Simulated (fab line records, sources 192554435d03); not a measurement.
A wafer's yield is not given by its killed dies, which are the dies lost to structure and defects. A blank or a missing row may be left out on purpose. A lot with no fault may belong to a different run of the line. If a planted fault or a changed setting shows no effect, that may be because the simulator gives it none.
A struck lot beside a sound one -- flow n5-finfet -- 35 out of 1938 route steps
Sound: these wafers, L140.1, L140.3, L140.4. Struck: wafer L158.6 (left out: L158.2, L158.4 of the same lot, which were not struck); the cause appears at the end.
Order at every step that has rows: each side's tool, ch and its chambers, its first start. Under that, the readings that differ: sound wafers -- struck wafers -- difference of the means -- sigmas: that difference in standard deviations of wafers without a fault.
alike: readings with means less than 2 such deviations apart, plus words and numbers identical on both sides. not compared: withheld readings, readings lacking a value on some wafer, bounds such as >300 that could conceal the same value, and numbers that have no deviation in the record and whose values overlap.
Wherever a step has rows on one side only, a row that says differs or no value, or a row with sigmas, the two part there. Numbers that have no deviation but don't overlap get no sigmas and don't part them. A reading missing from all wafers of one side parts the sides only when that side holds two or more wafers.

first, 9 steps without rows for these wafers: N5_PMOS_HMC_CHANNEL_EPI_EXPOSE_06 (exposes mask PMOS HMC BLK, target cd 240 nm); N5_PMOS_HMC_CHANNEL_EPI_PEB_07 (peb time 60 s); N5_PMOS_HMC_CHANNEL_EPI_DEVELOP_08 (develop time 30 s); N5_PMOS_HMC_CHANNEL_EPI_DESCUM_14 (chemistry O2, time 7.9 s); N5_PMOS_HMC_CHANNEL_EPI_ETCH_32 (etches BARC in N2/H2, stops on SiO2, target depth 85.8 nm, time 50.3 s); N5_PMOS_HMC_CHANNEL_EPI_HM_OPEN_15 (chemistry CHF3/O2, target SiO2, target depth 40.6 nm, time 20.3 s); N5_PMOS_HMC_CHANNEL_EPI_STRIP_33 (strips in N2/H2); N5_PMOS_HMC_CHANNEL_EPI_STRIP_17 (strips in SPM, time 750 s); N5_PMOS_HMC_CHANNEL_EPI_ETCH_38 (etches SiO2 in CF4, target depth 1.5 nm).
N5_PMOS_HMC_CHANNEL_EPI_FIN_RECESS_16: chemistry HBr/Cl2, target Si, target depth 54 nm, time 18 s.
  sound on rie-si-02 ch 1,2,3, day 2 12:10; struck on rie-si-02 ch 0, day 7 00:16
reading,sound,struck,difference,sigmas
drypump-motor-current-A (A),6.1 6.1 6.0,5.4,-0.7,-2
  alike: oes-product-au, rf-fwd-power-W, throttle-valve-pct
  not compared: rf-hours-counter-h
then, 24 steps without rows for these wafers: N5_PMOS_HMC_CHANNEL_EPI_PRECLEAN_36 (cleans in O3/DIW, time 45 s); N5_PMOS_HMC_CHANNEL_EPI_PRECLEAN_18 (cleans in DHF, time 30 s); N5_PMOS_HMC_CHANNEL_EPI_SRD_19 (time 30 s); N5_PMOS_HMC_CHANNEL_EPI_EPI_20 (deposits SiGe30, target thk 59 nm); N5_PMOS_HMC_CHANNEL_EPI_HM_STRIP_35 (strips SiO2 in dHF, material SiO2, target depth 39.6 nm, time 216 s); N5_PMOS_HMC_CHANNEL_EPI_SRD_39 (time 30 s); N5_PMOS_HMC_CHANNEL_EPI_CMP_21 (polishes SiGe30, target thk 54 nm); N5_PMOS_HMC_CHANNEL_EPI_PRECLEAN_40 (cleans in DHF, time 30 s); N5_PMOS_HMC_CHANNEL_EPI_PRECLEAN_37 (cleans in O3/DIW, time 45 s); N5_PMOS_HMC_CHANNEL_EPI_PRECLEAN_24 (cleans in DHF, time 30 s); N5_PMOS_HMC_CHANNEL_EPI_SRD_25 (time 30 s); N5_PMOS_HMC_CHANNEL_EPI_EPI_26 (deposits Si from SiH4/H2, target thk 3.8 nm, time 22.7 s); N5_FIN_SAQP_PRECLEAN_42 (cleans in O3/DIW, time 60 s); N5_FIN_SAQP_PRECLEAN_00 (cleans in SC1, time 60 s); N5_FIN_SAQP_PRECLEAN_44 (cleans in SC2, time 45 s); N5_FIN_SAQP_SRD_01 (time 30 s); N5_FIN_SAQP_ALD_61 (deposits SiO2, target thk 4 nm, pulse time 1 s, purge time 2 s); N5_FIN_SAQP_DENSIFY_62 (time 60 s); N5_FIN_SAQP_HM_DEP_03 (deposits SiNx from SiH4/NH3/N2, target thk 38 nm, time 33.6 s); N5_FIN_SAQP_PECVD_47 (deposits a-Si from SiH4/He, target thk 45 nm, time 36.3 s); N5_FIN_SAQP_PECVD_48 (deposits SiNx from SiH4/NH3/N2, target thk 25 nm, time 22.1 s); N5_FIN_SAQP_PECVD_06 (deposits a-Si from SiH4/He, target thk 60 nm, time 48.1 s); N5_FIN_SAQP_HM_DEP_72 (deposits SiO2 from SiH4/N2O, target thk 12 nm, time 7.2 s); N5_FIN_SAQP_COAT_49 (time 60 s, resist thk 100 nm).
-- here the record skips 12 days between the struck wafers' starts before and after, leaving off in module FIN_SAQP and picking up in module PASSIVATION (first step shown: number 1936 of the route) --
N5_PASSIVATION_PROBE_49:
  sound: prober-01 at day 14 03:11; struck: prober-02 at day 19 11:27
reading,sound,struck,difference,sigmas
defect-limited-yield (%),91.2 90.4 91.6,78.8,-12.3,-9
killed_at_M4_up,11 14 6,23,+13,+2
killed-at-front-end,46 46 44,174,+129,+12
killed-dies,104 113 99,250,+145,+9
killed-on-rim,9 13 17,31,+18,+5
sort_bin_5_function (%),5.2 5.4 4.2,14.4,+9.5,+9
sort-n-pass,1076 1067 1081,930,-145,-8
sort-yield-pct (%),91.2 90.4 91.6,78.8,-12.3,-8
  alike: killed_at_M0_to_M3, killed-at-contacts, killed-at-other, killed-open, killed-short, sort_bin_6_memory

== WHERE THEY PART ==
First at N5_PMOS_HMC_CHANNEL_EPI_FIN_RECESS_16; last, within this record, at N5_PASSIVATION_PROBE_49.

WHY: what had been put in by the simulator
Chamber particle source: rie-si-02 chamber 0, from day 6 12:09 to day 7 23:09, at N5_PMOS_HMC_CHANNEL_EPI_FIN_RECESS_16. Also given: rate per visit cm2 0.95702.
